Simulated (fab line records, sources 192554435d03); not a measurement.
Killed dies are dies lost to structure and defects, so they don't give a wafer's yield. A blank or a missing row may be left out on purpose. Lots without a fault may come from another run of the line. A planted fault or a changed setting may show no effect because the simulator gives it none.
Chamber matching | flow n5_finfet | N5_BEOL_M6_STRIP_36 on rie_diel-04: 4 sister chambers
The step strips in N2/H2. 18 wafers are shown with their chamber, then 9 later ones without.

WAFERS WITH THEIR CHAMBER
wafer  | chamber | drypump_motor_current_A (A) | showerhead_plenum_p_Torr (Torr) | throttle_valve_pct (%)
L076.2 | 3       | 5.8                         | 2.51                            | 23.23
L076.3 | 1       | 5.7                         | 2.42                            | 23.14
L076.6 | 3       | 5.8                         | 2.51                            | 23.19
L080.1 | 0       | 5.0                         | 2.44                            | 23.75
L080.3 | 3       | 5.8                         | 2.51                            | 23.19
L080.4 | 2       | 6.7                         | 2.50                            | 24.10
L084.3 | 3       | 5.8                         | 2.50                            | 23.23
L084.4 | 1       | 5.7                         | 2.41                            | 23.16
L084.6 | 0       | 4.9                         | 2.44                            | 23.73
L091.1 | 3       | 5.8                         | 2.49                            | 23.24
L091.4 | 2       | 6.8                         | 2.49                            | 23.74
L091.6 | 3       | 5.8                         | 2.49                            | 23.19
L092.2 | 1       | 5.7                         | 2.40                            | 23.18
L092.3 | 2       | 6.8                         | 2.49                            | 23.72
L092.6 | 1       | 5.7                         | 2.40                            | 23.18
L094.3 | 1       | 5.7                         | 2.40                            | 23.20
L094.5 | 0       | 5.0                         | 2.43                            | 23.76
L094.6 | 3       | 5.8                         | 2.49                            | 23.25

SIGNATURES (means of the wafers above)
reading                  | chamber 0 | chamber 1 | chamber 2 | chamber 3 | scatter within a chamber
drypump_motor_current_A  | 4.967     | 5.700     | 6.767     | 5.800     | 0.0309
showerhead_plenum_p_Torr | 2.4367    | 2.4060    | 2.4933    | 2.5000    | 0.00867
throttle_valve_pct       | 23.7467   | 23.1720   | 23.8533   | 23.2171   | 0.0837
Rule: a wafer's distance from a chamber is the root of the sum, over the readings, of the square of ((its reading less the chamber's mean) divided by the reading's scatter). The wafer belongs to the nearest chamber; if the next one is less than 2 further off, it can't be placed. The scatter: the root of (the sum of the squares of (reading less its chamber's mean) over the shown wafers, divided by (wafers less chambers)).

WAFERS WITHOUT THEIR CHAMBER
wafer  | drypump_motor_current_A (A) | showerhead_plenum_p_Torr (Torr) | throttle_valve_pct (%)
L093.1 | 5.8                         | 2.49                            | 23.21
L093.3 | 5.7                         | 2.40                            | 23.18
L093.5 | 5.7                         | 2.40                            | 23.19
L095.2 | 4.9                         | 2.42                            | 23.74
L095.4 | 5.7                         | 2.40                            | 23.18
L095.5 | 5.0                         | 2.42                            | 23.75
L096.3 | 5.0                         | 2.42                            | 23.78
L096.4 | 6.8                         | 2.49                            | 23.75
L096.5 | 5.7                         | 2.40                            | 23.20

WHICH CHAMBER EACH WENT THROUGH
wafer  | from the rows above | in truth
L093.1 | 3                   | 3
L093.3 | 1                   | 1
L093.5 | 1                   | 1
L095.2 | 0                   | 0
L095.4 | 1                   | 1
L095.5 | 0                   | 0
L096.3 | 0                   | 0
L096.4 | 2                   | 2
L096.5 | 1                   | 1
Placed correctly: 9 of 9. Can't be placed from these rows: 0. Placed wrongly: 0.
